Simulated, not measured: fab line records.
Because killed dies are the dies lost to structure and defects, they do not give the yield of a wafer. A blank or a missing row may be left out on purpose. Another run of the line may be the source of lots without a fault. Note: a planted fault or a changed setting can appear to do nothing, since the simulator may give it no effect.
fab line records | flow n5Finfet
[record] lots = 10 | wafers = 30 | lastDay = 17
route steps=1938 shown BEOL_M4@1111 BEOL_M6@1252 PASSIVATION@1936
lots untouched by any fault: they come from a run of this same line in which no faults occurred
startH: hours from the record's first day to the start of the lot's first wafer shown | waitH: time in hours since the lot's previous step | " as in the row above | L1.1+2: one row covering several wafers at once | - no value present, or no start provided | * or withheld: withheld | < > ~ a bound
route shown NAME@n: a module of which the file shows steps, and the number in the route of the first | usual: the fault-free wafers' mean and standard deviation | same: alike in all rows | chamber/n: place in a boat | sites: each site's reading | _std_site: the values' standard deviation | _edge_site: inner sites' mean taken away from outer sites' mean | radiusMm: for every site, how far away it sits from the centre of the wafer | mask NAME#n: copy n | behind: tool/chamber where the wafer was last shaped | hold: why the lot was held/for how many hours/how that ended | device: names the non-switching transistor (n, p or np) | end of line: the same wafers' tests at the end of the route | a step given without rows: its recipe and nothing more | killed: at the first sort, the dies lost to defects and structure; wafer yield is something else | map: dies across one wafer; x = killed, . = not, _ = none there
set.NAME: setting as actually run; set.NAME@STEP: the setting as run at that earlier step | model.NAME: the simulator's own value behind a step, which no gauge read
steps of the route over a sample of lots; a table a step, a row a wafer
services: a tool's chamber out of use, with start hour (startH, from the record's first day; less than 0 if before it), hours out, and reason
[[steps]]
[step N5_BEOL_M4_RC_MEAS_101]
[usual] DIBL_N = 36.3/1.7 | DIBL_P = 36.3/2.2 | IOFF_N = 0.16/0.034 | IOFF_P = 0.21/0.038 | ION_N = 673/13 | ION_P = 461/8.3 | SS_N = 71.5/0.55 | SS_P = 73.3/0.67 | VT_N = 250/3.4 | VT_P = -251/3.5
lot.wafer | tool      | chamber | startH | waitH | DIBL_N[mV/V] | DIBL_P[mV/V] | IOFF_N[nA/um] | IOFF_P[nA/um] | ION_N[uA/um] | ION_P[uA/um] | SS_N[mV/dec] | SS_P[mV/dec] | VT_N[mV] | VT_P[mV]
L157.1    | prober-01 | 0       | 169.82 | 0.0   | 40.2         | 39.4         | 0.24          | 0.28          | 688          | 460          | 72.3         | 72.9         | 244      | -246
L157.3    | "         | 0       | "      | "     | 36.2         | 35.4         | 0.16          | 0.19          | 679          | 461          | 71.2         | 72.6         | 250      | -251
L157.5    | "         | 0       | "      | "     | 35.2         | 33.2         | 0.12          | 0.16          | 653          | 446          | 71.2         | 72.5         | 254      | -254
L161.1    | prober-01 | 0       | 193.51 | 0.0   | 37.5         | 39.8         | 0.24          | 0.25          | 685          | 460          | 72.3         | 73.0         | 243      | -250
L161.5    | "         | 0       | "      | "     | 35.6         | 37.9         | 0.21          | 0.21          | 682          | 458          | 71.8         | 72.4         | 245      | -249
L161.6    | "         | 0       | "      | "     | 39.1         | 42.1         | 0.29          | 0.29          | 690          | 464          | 73.6         | 74.3         | 239      | -245
L163.2    | prober-02 | 0       | 208.27 | 0.2   | 35.2         | 35.5         | 0.16          | 0.21          | 673          | 459          | 70.9         | 73.5         | 247      | -252
L163.3    | "         | 0       | "      | "     | 34.3         | 34.4         | 0.14          | 0.19          | 659          | 455          | 71.2         | 71.9         | 251      | -253
L163.6    | "         | 0       | "      | "     | 34.7         | 35.5         | 0.16          | 0.21          | 670          | 465          | 71.2         | 73.0         | 249      | -251
L164.1    | prober-02 | 0       | 211.15 | 0.0   | 36.0         | 35.6         | 0.16          | 0.21          | 667          | 458          | 71.7         | 72.8         | 248      | -249
L164.3    | "         | 0       | "      | "     | 35.1         | 34.5         | 0.14          | 0.20          | 672          | 453          | 71.5         | 72.4         | 248      | -251
L164.6    | "         | 0       | "      | "     | 37.5         | 37.1         | 0.20          | 0.24          | 686          | 462          | 71.5         | 72.8         | 245      | -249
L170.1    | prober-01 | 0       | 242.10 | 0.0   | 36.7         | 38.4         | 0.18          | 0.23          | 683          | 469          | 72.0         | 73.3         | 248      | -249
L170.3    | "         | 0       | "      | "     | 34.6         | 35.1         | 0.14          | 0.19          | 666          | 457          | 71.5         | 73.4         | 251      | -251
L170.5    | "         | 0       | "      | "     | 32.5         | 32.4         | 0.11          | 0.16          | 649          | 455          | 71.1         | 72.7         | 255      | -252
L171.1    | prober-02 | 0       | 249.04 | 0.0   | 39.4         | 38.7         | 0.20          | 0.26          | 680          | 463          | 71.7         | 74.4         | 248      | -246
L171.2    | "         | 0       | "      | "     | 35.9         | 34.5         | 0.12          | 0.18          | 663          | 458          | 71.2         | 73.0         | 254      | -251
L171.4    | "         | 0       | "      | "     | 33.9         | 32.6         | 0.11          | 0.16          | 659          | 456          | 70.3         | 72.3         | 255      | -250
L173.1    | prober-02 | 0       | 255.43 | 0.0   | 34.9         | 35.9         | 0.14          | 0.17          | 665          | 454          | 70.8         | 73.4         | 251      | -255
L173.4    | "         | 0       | "      | "     | 35.7         | 35.8         | 0.15          | 0.17          | 678          | 457          | 70.9         | 72.5         | 251      | -255
L173.6    | "         | 0       | "      | "     | 33.0         | 32.4         | 0.10          | 0.13          | 660          | 447          | 71.0         | 71.2         | 257      | -258
L175.1    | prober-01 | 0       | 282.42 | 0.0   | 40.0         | 38.9         | 0.20          | 0.23          | 678          | 457          | 72.0         | 73.2         | 246      | -253
L175.2    | "         | 0       | "      | "     | 38.8         | 37.3         | 0.17          | 0.22          | 676          | 460          | 71.3         | 72.8         | 250      | -252
L175.4    | "         | 0       | "      | "     | 34.9         | 32.8         | 0.11          | 0.15          | 665          | 459          | 71.3         | 72.4         | 256      | -259
L177.4    | prober-02 | 0       | 287.43 | 0.5   | 39.4         | 39.6         | 0.22          | 0.27          | 699          | 475          | 71.7         | 73.7         | 244      | -247
L177.5    | "         | 0       | "      | "     | 35.8         | 34.8         | 0.13          | 0.18          | 669          | 462          | 71.5         | 72.2         | 255      | -251
L177.6    | "         | 0       | "      | "     | 37.2         | 37.5         | 0.18          | 0.23          | 688          | 471          | 71.2         | 74.1         | 248      | -250
L178.1    | prober-01 | 0       | 290.26 | 0.0   | 35.2         | 35.0         | 0.12          | 0.20          | 673          | 474          | 71.0         | 72.3         | 252      | -250
L178.3    | "         | 0       | "      | "     | 39.5         | 41.1         | 0.22          | 0.32          | 702          | 489          | 71.9         | 74.4         | 244      | -243
L178.6    | "         | 0       | "      | "     | 39.0         | 38.8         | 0.19          | 0.28          | 686          | 479          | 71.5         | 73.7         | 246      | -244
[step N5_BEOL_M6_SURFACE_TREAT_79]
[recipe] gas = Ar | timeS = * | ionEnergyEv = * | ionCurrentMaCm2 = 0.5 | pressureMtorr = * | arFlowSccm = 30
[usual] throttleValvePct = *
[same] timeS = *
lot.wafer | tool          | chamber | startH | waitH | throttleValvePct
L157.1    | pvdSputter-03 | -       | 188.80 | 0.6   | *
L157.3    | "             | -       | "      | "     | *
L157.5    | "             | -       | "      | "     | *
L161.1    | pvdSputter-01 | -       | 208.03 | 0.2   | *
L161.5    | "             | -       | "      | "     | *
L161.6    | "             | -       | "      | "     | *
L163.2    | pvdSputter-01 | -       | 228.10 | 0.3   | *
L163.3    | "             | -       | "      | "     | *
L163.6    | "             | -       | "      | "     | *
L164.1    | pvdSputter-02 | -       | 231.56 | 0.2   | *
L164.3    | "             | -       | "      | "     | *
L164.6    | "             | -       | "      | "     | *
L170.1    | pvdSputter-02 | -       | 267.73 | 0.2   | *
L170.3    | "             | -       | "      | "     | *
L170.5    | "             | -       | "      | "     | *
L171.1    | pvdSputter-03 | -       | 268.29 | 0.2   | *
L171.2    | "             | -       | "      | "     | *
L171.4    | "             | -       | "      | "     | *
L173.1    | pvdSputter-01 | -       | 274.31 | 0.2   | *
L173.4    | "             | -       | "      | "     | *
L173.6    | "             | -       | "      | "     | *
L175.1    | pvdSputter-03 | -       | 301.94 | 0.2   | *
L175.2    | "             | -       | "      | "     | *
L175.4    | "             | -       | "      | "     | *
L177.4    | pvdSputter-02 | -       | 305.90 | 0.2   | *
L177.5    | "             | -       | "      | "     | *
L177.6    | "             | -       | "      | "     | *
L178.1    | pvdSputter-02 | -       | 313.34 | 0.2   | *
L178.3    | "             | -       | "      | "     | *
L178.6    | "             | -       | "      | "     | *
[step N5_BEOL_M6_ECD_50]
[recipe] material = Cu | targetThkA = 3000
lot.wafer  | tool     | chamber | startH | waitH
L157.1+3+5 | ecdCu-01 | 0       | 189.33 | 0.1
L161.1+5+6 | ecdCu-01 | 0,0,1   | 209.67 | 0.1
L163.2+3+6 | ecdCu-01 | 0,1,0   | 228.66 | 0.1
L164.1+3+6 | ecdCu-01 | 0,0,1   | 231.96 | 0.1
L170.1+3+5 | ecdCu-01 | 0,1,0   | 268.48 | 0.3
L171.1+2+4 | ecdCu-01 | 0,1,0   | 268.78 | 0.1
L173.1+4+6 | ecdCu-01 | 1,0,1   | 276.34 | 0.1
L175.1+2+4 | ecdCu-02 | 1,0,1   | 302.30 | 0.1
L177.4+5+6 | ecdCu-02 | 1,1,0   | 306.34 | 0.1
L178.1+3+6 | ecdCu-01 | 0,1,0   | 313.66 | 0.1
[step N5_BEOL_M6_CMP_52]
[recipe] stopOn = SiCOH_lowk | tOverpolishS = 6.9 | downForcePsi = 1 | platenRpm = 50 | clearingPlatenDownForcePsi = 1.5 | clearingPlatenRpm = 50 | postCmpClean = cuAlkaline | targetThkNm = 80 | clearingPlatenPadVelocityMS = 0.99484 | padVelocityMS = 0.99484
[usual] motorCurrentA = 6.1/0.66 | timeToEndpointS = 61.8/2.8
lot.wafer | tool   | chamber | startH | waitH | motorCurrentA | timeToEndpointS
L157.1    | cmp-03 | 2       | 189.72 | 0.3   | 5.1           | 61.0
L157.3    | "      | 0       | "      | "     | 6.5           | 58.8
L157.5    | "      | 2       | "      | "     | 5.1           | 61.9
L161.1    | cmp-03 | 2       | 210.39 | 0.4   | 5.2           | 60.8
L161.6    | "      | 3       | "      | "     | 6.5           | 60.3
L161.5    | "      | 0       | "      | "     | 6.8           | 60.6
L163.3    | cmp-04 | 2       | 229.13 | 0.2   | 5.6           | 1.3
L163.2    | "      | 0       | "      | "     | 5.8           | 3.3
L163.6    | "      | 2       | "      | "     | 5.8           | 1.4
L164.3    | cmp-04 | 2       | 232.36 | 0.2   | 5.7           | 2.5
L164.1    | "      | 0       | "      | "     | 6.2           | 3.6
L164.6    | "      | 2       | "      | "     | 6.1           | 3.6
L170.1    | cmp-02 | 2       | 268.95 | 0.3   | 5.3           | 63.2
L170.3    | "      | 0       | "      | "     | 6.2           | 62.4
L170.5    | "      | 1       | "      | "     | 4.7           | 64.2
L171.4    | cmp-02 | 3       | 269.81 | 0.1   | 6.6           | 54.6
L171.1    | "      | 0       | "      | "     | 6.2           | 60.2
L171.2    | "      | 2       | "      | "     | 5.2           | 61.3
L173.4    | cmp-03 | 2       | 276.84 | 0.2   | 5.4           | 58.5
L173.1    | "      | 3       | "      | "     | 6.3           | 59.1
L173.6    | "      | 2       | "      | "     | 5.1           | 56.6
L175.2    | cmp-04 | 1       | 302.69 | 0.2   | 7.0           | 59.1
L175.1    | "      | 2       | "      | "     | 5.9           | 63.2
L175.4    | "      | 0       | "      | "     | 5.8           | 57.7
L177.4    | cmp-03 | 1       | 306.84 | 0.2   | 6.6           | 64.1
L177.6    | "      | 3       | "      | "     | 5.7           | 60.4
L177.5    | "      | 0       | "      | "     | 6.8           | 61.8
L178.1    | cmp-03 | 0       | 314.21 | 0.3   | 6.3           | 56.9
L178.3    | "      | 1       | "      | "     | 6.6           | 61.6
L178.6    | "      | 2       | "      | "     | 5.3           | 59.2
[step N5_BEOL_M6_DEP_56]
[recipe] material = SiCN | targetThkA = 100 | tempC = withheld | precursor = 3MS/NH3 | pressureTorr = 3 | rfW = 202 | timeS = 17.5
[usual] chamberPressureTorr = 3.001/0.0065 | showerheadPlenumPTorr = 3.664/0.015 | throttleValvePct = 9.1/0.47
[same] timeS = 17.5
lot.wafer | tool     | chamber | startH | waitH | chamberPressureTorr | showerheadPlenumPTorr | throttleValvePct
L157.1    | pecvd-04 | 2       | 190.08 | 0.0   | 3.000               | 3.670                 | 8.6
L157.3    | "        | 1       | "      | "     | 2.988               | 3.659                 | 9.8
L157.5    | "        | 0       | "      | "     | 2.992               | 3.659                 | 9.5
L161.1    | pecvd-01 | 1       | 210.63 | 0.0   | 3.004               | 3.637                 | 8.4
L161.5    | "        | 1       | "      | "     | 2.989               | 3.639                 | 8.5
L161.6    | "        | 2       | "      | "     | 2.993               | 3.662                 | 8.5
L163.2    | pecvd-02 | 2       | 229.49 | 0.0   | 3.015               | 3.674                 | 9.0
L163.3    | "        | 1       | "      | "     | 3.006               | 3.667                 | 9.5
L163.6    | "        | 1       | "      | "     | 2.994               | 3.668                 | 9.7
L164.1    | pecvd-01 | 0       | 232.71 | 0.0   | 2.999               | 3.682                 | 9.3
L164.3    | "        | 1       | "      | "     | 3.005               | 3.640                 | 8.4
L164.6    | "        | 0       | "      | "     | 3.005               | 3.674                 | 9.4
L170.1    | pecvd-02 | 1       | 269.27 | 0.0   | 3.008               | 3.669                 | 9.6
L170.3    | "        | 2       | "      | "     | 2.999               | 3.665                 | 9.2
L170.5    | "        | 2       | "      | "     | 3.001               | 3.671                 | 9.1
L171.1    | pecvd-01 | 2       | 270.16 | 0.0   | 2.998               | 3.662                 | 8.6
L171.2    | "        | 1       | "      | "     | 2.992               | 3.640                 | 8.4
L171.4    | "        | 1       | "      | "     | 3.002               | 3.634                 | 8.1
L173.1    | pecvd-02 | 0       | 277.16 | 0.0   | 3.013               | 3.670                 | 9.3
L173.4    | "        | 2       | "      | "     | 3.005               | 3.672                 | 8.9
L173.6    | "        | 1       | "      | "     | 3.003               | 3.660                 | 9.7
L175.1    | pecvd-01 | 2       | 303.05 | 0.0   | 3.007               | 3.670                 | 8.9
L175.2    | "        | 1       | "      | "     | 2.999               | 3.629                 | 8.2
L175.4    | "        | 0       | "      | "     | 3.005               | 3.694                 | 9.5
L177.4    | pecvd-01 | 1       | 307.14 | 0.0   | 2.993               | 3.627                 | 8.3
L177.5    | "        | 0       | "      | "     | 2.988               | 3.680                 | 9.4
L177.6    | "        | 2       | "      | "     | 3.001               | 3.658                 | 8.8
L178.1    | pecvd-04 | 2       | 314.49 | 0.0   | 3.007               | 3.664                 | 8.6
L178.3    | "        | 1       | "      | "     | 3.003               | 3.664                 | 9.8
L178.6    | "        | 2       | "      | "     | 3.005               | 3.654                 | 8.8
[step N5_PASSIVATION_PROBE_49]
[usual] defectLimitedYield = 91.4/1.6 | killed_at_M0_to_M3 = 34/10 | killed_at_M4_up = 12/4.8 | killedAtContacts = 11/6.2 | killedAtFrontEnd = 39/13 | killedAtOther = 4/3.1 | killedDies = 101/19 | killedOnRim = 13/4.1 | killedOpen = 67/14 | killedShort = 32/8.3 | sort_bin_5_function = 5.0/1 | sort_bin_6_memory = 3.2/0.76 | sortNPass = 1079/19 | sortYieldPct = 91.4/1.6
[same] grossDies = 1180 | killedAtBackSide = 0 | sort_bin_4_leakage[%] = 0 | sort_bin_8_speed[%] = 0
lot.wafer | tool      | chamber | startH | waitH | defectLimitedYield[%] | killed_at_M0_to_M3 | killed_at_M4_up | killedAtContacts | killedAtFrontEnd | killedAtOther | killedDies | killedOnRim | killedOpen | killedShort | sort_bin_5_function[%] | sort_bin_6_memory[%] | sortNPass | sortYieldPct[%]
L163.2    | prober-02 | -       | 305.33 | 0.1   | 0                     | 35                 | 1073            | 11               | 56               | 5             | 1180       | 152         | 84         | 33          | 95.3                   | 4.3                  | 0         | 0
L163.3    | prober-02 | -       | 305.38 | 0.1   | 0                     | 37                 | 1052            | 23               | 64               | 4             | 1180       | 152         | 102        | 38          | 94.6                   | 5.3                  | 0         | 0
L163.6    | prober-02 | -       | 305.53 | 0.3   | 0                     | 28                 | 1057            | 12               | 82               | 1             | 1180       | 152         | 99         | 32          | 95.4                   | 4.5                  | 0         | 0
L164.1    | prober-01 | -       | 311.26 | 0.0   | 0                     | 44                 | 1080            | 11               | 35               | 10            | 1180       | 152         | 64         | 44          | 96.4                   | 3.5                  | 0         | 0
L164.3    | prober-01 | -       | 311.36 | 0.1   | 0                     | 42                 | 1090            | 5                | 37               | 6             | 1180       | 152         | 45         | 51          | 96.4                   | 2.9                  | 0         | 0
L164.6    | prober-01 | -       | 311.51 | 0.3   | 0                     | 48                 | 1084            | 6                | 36               | 6             | 1180       | 152         | 68         | 44          | 96.4                   | 3.1                  | 0         | 0
// killed by level:class
L163.2 BEOL_M6:areaEcd=1062 STI_FIN_REVEAL:geometricParticle:open=29 BEOL_M0_SAQP:geometricParticle:short=12 MOL_CONTACT_COAG:geometricParticle:open=9 BEOL_M0_SAQP:geometricParticle:open=9 STI_FIN_REVEAL:geometricParticle:short=7 BEOL_M1:geometricParticle:open=7 FIN_SAQP:geometricParticle:open=6
L163.3 BEOL_M6:areaEcd=1039 STI_FIN_REVEAL:geometricParticle:open=21 MOL_CONTACT_COAG:geometricParticle:open=18 FIN_SAQP:geometricParticle:open=14 FIN_SAQP:geometricParticle:short=11 BEOL_M1:geometricParticle:open=10 BEOL_M0_SAQP:geometricParticle:short=9 BEOL_M0_SAQP:geometricParticle:open=8
L163.6 BEOL_M6:areaEcd=1048 STI_FIN_REVEAL:geometricParticle:open=48 MOL_CONTACT_COAG:geometricParticle:open=9 FIN_SAQP:geometricParticle:open=8 FIN_SAQP:geometricParticle:short=7 BEOL_M0_SAQP:geometricParticle:short=7 STI_FIN_REVEAL:geometricParticle:short=5 BEOL_M2:geometricParticle:open=5
L164.1 BEOL_M6:areaEcd=1072 STI_FIN_REVEAL:geometricParticle:open=14 BEOL_M0_SAQP:geometricParticle:open=13 BEOL_M0_SAQP:geometricParticle:short=12 FIN_SAQP:geometricParticle:short=11 MOL_CONTACT_COAG:geometricParticle:open=8 FIN_SAQP:geometricParticle:open=5 BEOL_M0:geometricParticle:open=4
L164.3 BEOL_M6:areaEcd=1083 BEOL_M0_SAQP:geometricParticle:short=17 FIN_SAQP:geometricParticle:short=11 BEOL_M0_SAQP:geometricParticle:open=10 STI_FIN_REVEAL:geometricParticle:open=7 MOL_CONTACT_COAG:geometricParticle:open=4 STARTING-WAFER:geometricParticle:short=4 BEOL_M2:geometricParticle:open=3
L164.6 BEOL_M6:areaEcd=1066 BEOL_M0_SAQP:geometricParticle:open=18 BEOL_M0_SAQP:geometricParticle:short=16 GATE_CUT:geometricParticle:short=8 FIN_SAQP:geometricParticle:open=6 BEOL_M4:geometricParticle:open=6 MOL_CONTACT_COAG:geometricParticle:open=5 FIN_SAQP:geometricParticle:short=4
[[services]]
tool     | chamber | startH | hours | kind
cmp-02   | -       | 165.54 | 4.0   | pm
cmp-02   | -       | 169.54 | -     | consumableReplace:conditioner
cmp-04   | -       | 172.14 | 2.8   | repair
cmp-03   | -       | 174.24 | 0.8   | repair
cmp-02   | -       | 196.89 | 0.9   | repair
cmp-04   | -       | 198.57 | 4.0   | pm
cmp-04   | -       | 202.57 | -     | consumableReplace:conditioner
cmp-04   | -       | 202.57 | -     | consumableReplace:pad
pecvd-01 | 2       | 227.31 | 2.1   | scheduledDown
pecvd-02 | -       | 243.66 | 2.5   | repair
pecvd-02 | -       | 250.95 | 1.2   | repair
pecvd-01 | 0       | 254.55 | 5.5   | scheduledDown
cmp-03   | -       | 255.25 | 4.0   | pm
cmp-03   | -       | 259.25 | -     | consumableReplace:conditioner
cmp-03   | -       | 259.25 | -     | consumableReplace:pad
pecvd-04 | 1       | 262.03 | 9.9   | repair
ecdCu-02 | -       | 268.13 | 4.7   | repair
pecvd-02 | 1       | 281.80 | 12.0  | repair
pecvd-01 | 1       | 297.36 | 2.1   | scheduledDown
cmp-03   | -       | 298.47 | 1.4   | repair
cmp-03   | -       | 303.81 | 0.5   | repair
pecvd-02 | -       | 304.43 | 2.8   | pm
pecvd-04 | -       | 306.98 | 1.1   | repair
cmp-02   | -       | 313.67 | 1.0   | repair
[[key]]
[firstSign] step = N5_BEOL_M6_CMP_52 | reading = timeToEndpointS | direction = down | sigmas = 21 | usual = * | struck = *
[effect] step = N5_PASSIVATION_PROBE_49 | reading = killed_at_M4_up | direction = up | sigmas = 99+ | usual = 12 | struck = 1073
[moreKillsBornAt] N5_BEOL_M6_ECD_50@ecdCu-01 = 6370
metAt N5_BEOL_M6_ECD_50
struckLots L163,L164
laterRowsLeftOut L163.2,L163.3,L163.6,L164.1,L164.3,L164.6
notActingAt N5_BEOL_M6_SURFACE_TREAT_79,N5_BEOL_M6_DEP_56
onsetBetween 209.67 228.66
[fault] kind = skippedStepWhole | tool = ecdCu-01 | chamber = - | onsetH = 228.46 | steps = N5_BEOL_M6_ECD_50 | scope = struckLotsOnly
// laterRowsLeftOut: the simulator's readings of these wafers behind a module that went badly wrong aren't trusted and aren't shown, but for the sort
